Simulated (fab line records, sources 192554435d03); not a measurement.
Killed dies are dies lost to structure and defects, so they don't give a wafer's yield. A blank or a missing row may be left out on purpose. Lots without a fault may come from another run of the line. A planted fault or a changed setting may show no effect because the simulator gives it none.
Which tool did it? | flow n5_finfet | 24 lots, 72 wafers sampled, at 6 steps of a route of 1938

WHAT THE GAUGES READ, wafer by wafer
The record holds no reading of a measuring or inspecting step that can be judged against a usual standard deviation.

WHICH TOOL RAN EACH LOT (tool, then ch and the chambers of the sampled wafers, then the start)
lot  | N5_BEOL_M5_STRIP_36                | N5_BEOL_M5_PRE_CLEAN_45      | N5_BEOL_M5_ALD_86                   | N5_BEOL_M5_SPUTTER_90        | N5_BEOL_M5_PRE_CLEAN_77          | N5_BEOL_M5_CO_CAP_78
L074 | rie_diel-06 ch 2,3, day 8 01:45    | pvd_sputter-01, day 8 02:32  | ald_metal-03 ch 2,3, day 8 02:36    | pvd_sputter-03, day 8 08:58  | cvd_co-01 ch 0,1,2, day 8 10:18  | cvd_co-01 ch 0,1,2, day 8 10:20
L075 | rie_diel-06 ch 0,1,2, day 8 04:25  | pvd_sputter-02, day 8 05:19  | ald_metal-04 ch 0,2,3, day 8 05:36  | pvd_sputter-01, day 8 10:35  | cvd_co-01 ch 0,1,2, day 8 11:48  | cvd_co-01 ch 0,1,2, day 8 11:50
L076 | rie_diel-05 ch 0,1,2, day 8 11:16  | pvd_sputter-03, day 8 13:04  | ald_metal-02 ch 0,1,2, day 8 13:08  | pvd_sputter-02, day 8 17:58  | cvd_co-02 ch 0,1, day 8 18:47    | cvd_co-02 ch 0,1, day 8 18:50
L077 | rie_diel-06 ch 0,3, day 8 11:43    | pvd_sputter-02, day 8 13:10  | ald_metal-03 ch 1,2,3, day 8 13:19  | pvd_sputter-03, day 8 18:17  | cvd_co-02 ch 0,1, day 8 19:10    | cvd_co-02 ch 0,1, day 8 19:12
L078 | rie_diel-06 ch 1,2,3, day 9 01:18  | pvd_sputter-03, day 9 02:08  | ald_metal-04 ch 1,2, day 9 02:12    | pvd_sputter-03, day 9 07:01  | cvd_co-02 ch 0,2, day 9 07:50    | cvd_co-02 ch 0,2, day 9 07:53
L080 | rie_diel-06 ch 0,1, day 9 05:28    | pvd_sputter-02, day 9 06:26  | ald_metal-04 ch 0,1,2, day 9 06:43  | pvd_sputter-03, day 9 11:43  | cvd_co-02 ch 1,2, day 9 12:33    | cvd_co-02 ch 1,2, day 9 12:35
L079 | rie_diel-04 ch 0,2,3, day 9 06:46  | pvd_sputter-01, day 9 07:53  | ald_metal-02 ch 2,3, day 9 08:11    | pvd_sputter-01, day 9 14:31  | cvd_co-02 ch 1,2, day 9 15:20    | cvd_co-02 ch 1,2, day 9 15:23
L081 | rie_diel-06 ch 0,1,3, day 9 10:13  | pvd_sputter-02, day 9 11:10  | ald_metal-02 ch 0,2, day 9 11:15    | pvd_sputter-03, day 9 16:14  | cvd_co-01 ch 0,1, day 9 17:04    | cvd_co-01 ch 0,1, day 9 17:07
L082 | rie_diel-04 ch 0,1, day 9 16:44    | pvd_sputter-03, day 9 17:47  | ald_metal-04 ch 1,3, day 9 17:59    | pvd_sputter-02, day 9 23:37  | cvd_co-01 ch 0,2, day 10 00:50   | cvd_co-01 ch 0,2, day 10 00:52
L083 | rie_diel-05 ch 1,2, day 10 10:43   | pvd_sputter-03, day 10 12:07 | ald_metal-04 ch 0,1,3, day 10 12:13 | pvd_sputter-02, day 10 17:02 | cvd_co-01 ch 0,1,2, day 10 17:56 | cvd_co-01 ch 0,1,2, day 10 17:59
L084 | rie_diel-04 ch 0,2,3, day 10 15:29 | pvd_sputter-03, day 10 17:01 | ald_metal-03 ch 0,1, day 10 17:04   | pvd_sputter-03, day 10 22:10 | cvd_co-02 ch 1,2, day 10 23:01   | cvd_co-02 ch 1,2, day 10 23:03
L086 | rie_diel-04 ch 1,2,3, day 10 15:52 | pvd_sputter-03, day 10 17:05 | ald_metal-02 ch 0,2, day 10 17:09   | pvd_sputter-01, day 10 22:17 | cvd_co-01 ch 1,2, day 10 23:17   | cvd_co-01 ch 1,2, day 10 23:20
L085 | rie_diel-06 ch 0,2, day 10 21:49   | pvd_sputter-02, day 10 22:35 | ald_metal-03 ch 0,1,2, day 10 22:40 | pvd_sputter-01, day 11 03:39 | cvd_co-01 ch 0,2, day 11 04:29   | cvd_co-01 ch 0,2, day 11 04:31
L087 | rie_diel-06 ch 0,2,3, day 11 06:09 | pvd_sputter-01, day 11 07:03 | ald_metal-03 ch 0,1,2, day 11 07:07 | pvd_sputter-01, day 11 12:01 | cvd_co-02 ch 0,2, day 11 12:55   | cvd_co-02 ch 0,2, day 11 12:57
L088 | rie_diel-05 ch 0,1,3, day 11 10:38 | pvd_sputter-03, day 11 11:28 | ald_metal-03 ch 1,2,3, day 11 11:32 | pvd_sputter-02, day 12 00:41 | cvd_co-01 ch 0,1,2, day 12 01:31 | cvd_co-01 ch 0,1,2, day 12 01:33
L089 | rie_diel-05 ch 0,3, day 11 18:40   | pvd_sputter-01, day 11 19:25 | ald_metal-04 ch 0,3, day 11 19:29   | pvd_sputter-03, day 12 00:19 | cvd_co-01 ch 0,1,2, day 12 01:10 | cvd_co-01 ch 0,1,2, day 12 01:12
L090 | rie_diel-04 ch 0,2, day 11 23:17   | pvd_sputter-02, day 12 00:48 | ald_metal-03 ch 0,2,3, day 12 00:52 | pvd_sputter-01, day 12 05:43 | cvd_co-02 ch 1,2, day 12 06:37   | cvd_co-02 ch 1,2, day 12 06:39
L091 | rie_diel-04 ch 0,3, day 12 00:12   | pvd_sputter-01, day 12 01:07 | ald_metal-03 ch 2,3, day 12 01:10   | pvd_sputter-03, day 12 05:59 | cvd_co-01 ch 0,2, day 12 06:50   | cvd_co-01 ch 0,2, day 12 06:52
L093 | rie_diel-04 ch 0,2,3, day 12 17:27 | pvd_sputter-02, day 12 18:13 | ald_metal-04 ch 0,1,3, day 12 18:18 | pvd_sputter-03, day 12 23:13 | cvd_co-01 ch 0,1, day 13 00:02   | cvd_co-01 ch 0,1, day 13 00:05
L092 | rie_diel-06 ch 0,2,3, day 12 23:31 | pvd_sputter-02, day 13 00:23 | ald_metal-02 ch 1,2, day 13 00:26   | pvd_sputter-01, day 13 05:47 | cvd_co-01 ch 0,1,2, day 13 06:38 | cvd_co-01 ch 0,1,2, day 13 06:42
L094 | rie_diel-06 ch 0,2,3, day 13 02:59 | pvd_sputter-03, day 13 03:52 | ald_metal-03 ch 0,1,3, day 13 03:55 | pvd_sputter-02, day 13 09:32 | cvd_co-02 ch 0,1,2, day 13 10:23 | cvd_co-02 ch 0,1,2, day 13 10:26
L095 | rie_diel-04 ch 0,3, day 13 19:05   | pvd_sputter-03, day 13 20:23 | ald_metal-04 ch 0,2, day 13 20:27   | pvd_sputter-01, day 14 01:22 | cvd_co-02 ch 0,1, day 14 02:11   | cvd_co-02 ch 0,1, day 14 02:14
L096 | rie_diel-04 ch 0,2,3, day 14 08:23 | pvd_sputter-02, day 14 09:44 | ald_metal-02 ch 1,2,3, day 14 09:52 | pvd_sputter-02, day 14 14:55 | cvd_co-01 ch 0,1,2, day 14 15:44 | cvd_co-01 ch 0,1,2, day 14 15:47
L097 | rie_diel-05 ch 0,1,2, day 14 08:26 | pvd_sputter-01, day 14 09:46 | ald_metal-03 ch 0,2, day 14 10:00   | pvd_sputter-03, day 14 15:04 | cvd_co-01 ch 0,2, day 14 15:58   | cvd_co-01 ch 0,2, day 14 16:01
- N5_BEOL_M5_STRIP_36: strips in N2/H2.
- N5_BEOL_M5_PRE_CLEAN_45: time 30 s.
- N5_BEOL_M5_ALD_86: deposits TaN, pulse time 2 s, purge time 3 s, co reactant purge time 2 s.
- N5_BEOL_M5_SPUTTER_90: material Cu, target thk 4.5 nm, time 8.29 s.
- N5_BEOL_M5_PRE_CLEAN_77: time 15 s.
- N5_BEOL_M5_CO_CAP_78: material Co, precursor CCTBA/H2, target thk 2 nm, time 102.1 s.

WHAT THE TOOLS THEMSELVES READ (means of the sampled wafers that have a number; where no wafer has one, the mark that the record gives instead)
N5_BEOL_M5_STRIP_36. Usual: drypump_motor_current_A 5.7 A, standard deviation 0.4; oes_product_au 0.77 a.u., standard deviation 0.083; rf_vpp_V 59.2 V, standard deviation 1.4; showerhead_plenum_p_Torr 2.54 Torr, standard deviation 0.08; throttle_valve_pct 23.62 %, standard deviation 0.28.
lot  | tool        | drypump_motor_current_A (A) | oes_product_au (a.u.) | rf_vpp_V (V) | showerhead_plenum_p_Torr (Torr) | throttle_valve_pct (%) | flag
L074 | rie_diel-06 | 5.7                         | 0.73                  | 59.7         | 2.63                            | 23.39                  |
L075 | rie_diel-06 | 5.8                         | 0.71                  | 58.7         | 2.56                            | 23.55                  |
L076 | rie_diel-05 | 5.5                         | 0.77                  | 58.1         | 2.54                            | 23.71                  |
L077 | rie_diel-06 | 5.4                         | 0.72                  | 59.0         | 2.63                            | 23.31                  |
L078 | rie_diel-06 | 5.6                         | 0.73                  | 60.5         | 2.56                            | 23.44                  |
L080 | rie_diel-06 | 5.8                         | 0.72                  | 60.3         | 2.49                            | 23.58                  |
L079 | rie_diel-04 | 5.7                         | 0.85                  | 59.8         | 2.50                            | 23.79                  |
L081 | rie_diel-06 | 5.6                         | 0.72                  | 59.8         | 2.56                            | 23.46                  |
L082 | rie_diel-04 | 5.7                         | 0.77                  | 59.6         | 2.52                            | 23.65                  |
L083 | rie_diel-05 | 5.4                         | 0.75                  | 60.0         | 2.46                            | 23.66                  |
L084 | rie_diel-04 | 5.8                         | 0.83                  | 57.6         | 2.49                            | 23.81                  |
L086 | rie_diel-04 | 5.8                         | 0.78                  | 58.0         | 2.54                            | 23.78                  |
L085 | rie_diel-06 | 5.8                         | 0.88                  | 58.0         | 2.61                            | 23.36                  |
L087 | rie_diel-06 | 5.6                         | 0.81                  | 60.2         | 2.62                            | 23.35                  |
L088 | rie_diel-05 | 5.8                         | 0.73                  | 59.7         | 2.49                            | 23.74                  |
L089 | rie_diel-05 | 5.9                         | 0.74                  | 59.3         | 2.56                            | 23.81                  |
L090 | rie_diel-04 | 6.2                         | 0.88                  | 59.7         | 2.47                            | 23.72                  |
L091 | rie_diel-04 | 5.3                         | 0.77                  | 57.8         | 2.52                            | 23.97                  |
L093 | rie_diel-04 | 5.7                         | 0.81                  | 58.5         | 2.49                            | 23.85                  |
L092 | rie_diel-06 | 5.6                         | 0.79                  | 60.1         | 2.61                            | 23.36                  |
L094 | rie_diel-06 | 5.6                         | 0.78                  | 59.4         | 2.61                            | 23.36                  |
L095 | rie_diel-04 | 5.3                         | 0.75                  | 57.6         | 2.51                            | 23.95                  |
L096 | rie_diel-04 | 5.7                         | 0.81                  | 58.0         | 2.48                            | 23.87                  |
L097 | rie_diel-05 | 5.5                         | 0.73                  | 56.6         | 2.52                            | 23.78                  |

N5_BEOL_M5_PRE_CLEAN_45. Usual: heater_power_w 334 W, standard deviation 35.
lot  | tool           | heater_power_w (W) | flag
L074 | pvd_sputter-01 | 335                |
L075 | pvd_sputter-02 | 342                |
L076 | pvd_sputter-03 | 322                |
L077 | pvd_sputter-02 | 347                |
L078 | pvd_sputter-03 | 314                |
L080 | pvd_sputter-02 | 347                |
L079 | pvd_sputter-01 | 301                |
L081 | pvd_sputter-02 | 352                |
L082 | pvd_sputter-03 | 366                |
L083 | pvd_sputter-03 | 373                |
L084 | pvd_sputter-03 | 340                |
L086 | pvd_sputter-03 | 357                |
L085 | pvd_sputter-02 | 336                |
L087 | pvd_sputter-01 | 334                |
L088 | pvd_sputter-03 | 311                |
L089 | pvd_sputter-01 | 310                |
L090 | pvd_sputter-02 | 334                |
L091 | pvd_sputter-01 | 292                |
L093 | pvd_sputter-02 | 340                |
L092 | pvd_sputter-02 | 341                |
L094 | pvd_sputter-03 | 374                |
L095 | pvd_sputter-03 | 353                |
L096 | pvd_sputter-02 | 336                |
L097 | pvd_sputter-01 | 340                |

N5_BEOL_M5_ALD_86. Usual: heater_power_w 422 W, standard deviation 40; precursor_vessel_pressure_torr 26.26 Torr, standard deviation 0.056.
lot  | tool         | heater_power_w (W) | precursor_vessel_pressure_torr (Torr) | flag
L074 | ald_metal-03 | 418                | 26.28                                 |
L075 | ald_metal-04 | 473                | 26.21                                 |
L076 | ald_metal-02 | 403                | 26.30                                 |
L077 | ald_metal-03 | 407                | 26.25                                 |
L078 | ald_metal-04 | 446                | 26.30                                 |
L080 | ald_metal-04 | 451                | 26.28                                 |
L079 | ald_metal-02 | 367                | 26.27                                 |
L081 | ald_metal-02 | 412                | 26.22                                 |
L082 | ald_metal-04 | 493                | 26.25                                 |
L083 | ald_metal-04 | 477                | 26.21                                 |
L084 | ald_metal-03 | 384                | 26.18                                 |
L086 | ald_metal-02 | 414                | 26.24                                 |
L085 | ald_metal-03 | 400                | 26.29                                 |
L087 | ald_metal-03 | 396                | 26.24                                 |
L088 | ald_metal-03 | 408                | 26.27                                 |
L089 | ald_metal-04 | 491                | 26.24                                 |
L090 | ald_metal-03 | 407                | 26.25                                 |
L091 | ald_metal-03 | 419                | 26.32                                 |
L093 | ald_metal-04 | 472                | 26.25                                 |
L092 | ald_metal-02 | 382                | 26.30                                 |
L094 | ald_metal-03 | 393                | 26.28                                 |
L095 | ald_metal-04 | 450                | 26.32                                 |
L096 | ald_metal-02 | 389                | 26.25                                 |
L097 | ald_metal-03 | 399                | 26.22                                 |

N5_BEOL_M5_SPUTTER_90. Usual: throttle_valve_pct 30.8 %, standard deviation 0.7.
lot  | tool           | throttle_valve_pct (%) | flag
L074 | pvd_sputter-03 | 30.3                   |
L075 | pvd_sputter-01 | 30.9                   |
L076 | pvd_sputter-02 | 31.0                   |
L077 | pvd_sputter-03 | 30.3                   |
L078 | pvd_sputter-03 | 30.5                   |
L080 | pvd_sputter-03 | 30.1                   |
L079 | pvd_sputter-01 | 30.5                   |
L081 | pvd_sputter-03 | 30.6                   |
L082 | pvd_sputter-02 | 30.8                   |
L083 | pvd_sputter-02 | 30.9                   |
L084 | pvd_sputter-03 | 30.0                   |
L086 | pvd_sputter-01 | 31.3                   |
L085 | pvd_sputter-01 | 30.8                   |
L087 | pvd_sputter-01 | 31.1                   |
L088 | pvd_sputter-02 | 31.5                   |
L089 | pvd_sputter-03 | 30.2                   |
L090 | pvd_sputter-01 | 31.0                   |
L091 | pvd_sputter-03 | 29.9                   |
L093 | pvd_sputter-03 | 30.1                   |
L092 | pvd_sputter-01 | 31.5                   |
L094 | pvd_sputter-02 | 31.5                   |
L095 | pvd_sputter-01 | 31.2                   |
L096 | pvd_sputter-02 | 31.5                   |
L097 | pvd_sputter-03 | 29.9                   |

N5_BEOL_M5_PRE_CLEAN_77. Usual: heater_power_w 74 W, standard deviation 15.
lot  | tool      | heater_power_w (W) | flag
L074 | cvd_co-01 | 83                 |
L075 | cvd_co-01 | 82                 |
L076 | cvd_co-02 | 63                 |
L077 | cvd_co-02 | 62                 |
L078 | cvd_co-02 | 61                 |
L080 | cvd_co-02 | 63                 |
L079 | cvd_co-02 | 62                 |
L081 | cvd_co-01 | 90                 |
L082 | cvd_co-01 | 87                 |
L083 | cvd_co-01 | 82                 |
L084 | cvd_co-02 | 63                 |
L086 | cvd_co-01 | 79                 |
L085 | cvd_co-01 | 76                 |
L087 | cvd_co-02 | 59                 |
L088 | cvd_co-01 | 83                 |
L089 | cvd_co-01 | 84                 |
L090 | cvd_co-02 | 61                 |
L091 | cvd_co-01 | 88                 |
L093 | cvd_co-01 | 88                 |
L092 | cvd_co-01 | 83                 |
L094 | cvd_co-02 | 62                 |
L095 | cvd_co-02 | 63                 |
L096 | cvd_co-01 | 84                 |
L097 | cvd_co-01 | 77                 |

N5_BEOL_M5_CO_CAP_78. Usual: heater_power_w 223 W, standard deviation 18.
lot  | tool      | heater_power_w (W) | flag
L074 | cvd_co-01 | 233                |
L075 | cvd_co-01 | 232                |
L076 | cvd_co-02 | 208                |
L077 | cvd_co-02 | 209                |
L078 | cvd_co-02 | 207                |
L080 | cvd_co-02 | 212                |
L079 | cvd_co-02 | 208                |
L081 | cvd_co-01 | 243                |
L082 | cvd_co-01 | 239                |
L083 | cvd_co-01 | 232                |
L084 | cvd_co-02 | 209                |
L086 | cvd_co-01 | 227                |
L085 | cvd_co-01 | 226                |
L087 | cvd_co-02 | 205                |
L088 | cvd_co-01 | 233                |
L089 | cvd_co-01 | 234                |
L090 | cvd_co-02 | 209                |
L091 | cvd_co-01 | 235                |
L093 | cvd_co-01 | 240                |
L092 | cvd_co-01 | 233                |
L094 | cvd_co-02 | 208                |
L095 | cvd_co-02 | 209                |
L096 | cvd_co-01 | 235                |
L097 | cvd_co-01 | 225                |

THE ANSWER, worked out from the rows above alone
Rule: a lot is off if the mean of its wafers that have a number lies more than 3 standard deviations from the usual mean. A lot without any number at a reading at which 4 lots or more have one is off too. The other lots that the step has rows for count as sound. The gauges are gone through in route order, then the tools' own readings, and for those a lot's mean is taken as printed above. The first step at which some lot is off is used, and at that step the reading that is off furthest; a lot without a number counts as furthest.
No lot is off at any reading shown: from this, nothing can be told.

WHAT THE SIMULATOR HAD PUT IN
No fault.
